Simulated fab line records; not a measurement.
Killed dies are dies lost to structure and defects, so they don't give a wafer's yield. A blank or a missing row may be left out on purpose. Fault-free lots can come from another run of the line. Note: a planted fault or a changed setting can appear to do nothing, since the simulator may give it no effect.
What tool caused it? || flow n5_finfet || 36 wafers from 12 lots sampled at 2 of the route's 1938 steps

== WHAT EACH GAUGE READ, for each wafer ==
N5_WELL_APT_INSPECT_10: inspects for defects (macro).
{"lot": "L075", "measured": "day 1 20:02", "on": "defect_inspect-02", "raw_defect_count": "0 1 1"}
{"lot": "L077", "measured": "day 2 07:38", "on": "defect_inspect-02", "raw_defect_count": "1 0 2"}
{"lot": "L079", "measured": "day 2 19:48", "on": "defect_inspect-02", "raw_defect_count": "4 5 1"}
{"lot": "L081", "measured": "day 3 08:11", "on": "defect_inspect-02", "raw_defect_count": "0 3 2"}
{"lot": "L083", "measured": "day 3 19:44", "on": "defect_inspect-01", "raw_defect_count": "1 7 2"}
{"lot": "L085", "measured": "day 4 07:44", "on": "defect_inspect-02", "raw_defect_count": "3 2 1"}
{"lot": "L087", "measured": "day 4 20:13", "on": "defect_inspect-01", "raw_defect_count": "2 3 1"}
{"lot": "L089", "measured": "day 5 07:50", "on": "defect_inspect-01", "raw_defect_count": "0 5 3"}
{"lot": "L091", "measured": "day 5 19:52", "on": "defect_inspect-01", "raw_defect_count": "1 1 4"}
{"lot": "L093", "measured": "day 6 07:47", "on": "defect_inspect-02", "raw_defect_count": "0 1 2"}
{"lot": "L095", "measured": "day 6 19:44", "on": "defect_inspect-01", "raw_defect_count": "3 1 4"}
{"lot": "L097", "measured": "day 7 07:38", "on": "defect_inspect-02", "raw_defect_count": "2 1 1"}

== EACH LOT AND THE TOOL THAT RAN IT (in order: tool; ch and the chambers of the sampled wafers; start) ==
{"lot": "L075", "N5_ZERO_LAYER_ETCH_17": "rie_diel-05 ch 0,2,3, day 1 19:08"}
{"lot": "L077", "N5_ZERO_LAYER_ETCH_17": "rie_diel-03 ch 0,1,2, day 2 06:44"}
{"lot": "L079", "N5_ZERO_LAYER_ETCH_17": "rie_diel-05 ch 0,1,3, day 2 18:55"}
{"lot": "L081", "N5_ZERO_LAYER_ETCH_17": "rie_diel-03 ch 0,1, day 3 07:16"}
{"lot": "L083", "N5_ZERO_LAYER_ETCH_17": "rie_diel-04 ch 1,2, day 3 18:43"}
{"lot": "L085", "N5_ZERO_LAYER_ETCH_17": "rie_diel-03 ch 0,1,2, day 4 06:43"}
{"lot": "L087", "N5_ZERO_LAYER_ETCH_17": "rie_diel-04 ch 0,2, day 4 19:02"}
{"lot": "L089", "N5_ZERO_LAYER_ETCH_17": "rie_diel-03 ch 0,1,3, day 5 06:57"}
{"lot": "L091", "N5_ZERO_LAYER_ETCH_17": "rie_diel-03 ch 0,1,2, day 5 18:59"}
{"lot": "L093", "N5_ZERO_LAYER_ETCH_17": "rie_diel-03 ch 0,2,3, day 6 06:44"}
{"lot": "L095", "N5_ZERO_LAYER_ETCH_17": "rie_diel-05 ch 0,1,3, day 6 18:43"}
{"lot": "L097", "N5_ZERO_LAYER_ETCH_17": "rie_diel-04 ch 0,1, day 7 06:44"}
- N5_ZERO_LAYER_ETCH_17: etches SiO2 in CF4, target depth 12 nm, time 13.3 s.

== THE ANSWER, worked out from the rows above alone ==
Rule: usual is defined by the lots themselves. Put in order of their means at a reading, lots are off if they are a third of the lots or fewer, leave a main group of 4 or more, and stand apart from it by a gap of 3 or more times the standard deviation of the main group's means; of several such gaps the widest counts. Not used: any main group whose means are identical at the precision the tables above print for the reading. A lot without any number at a reading at which 4 lots or more have one is off too. All remaining lots with rows at the step are treated as sound.
Nothing can be told from this: no lot is off at any reading shown.

== WHAT THE SIMULATOR HAD PUT IN ==
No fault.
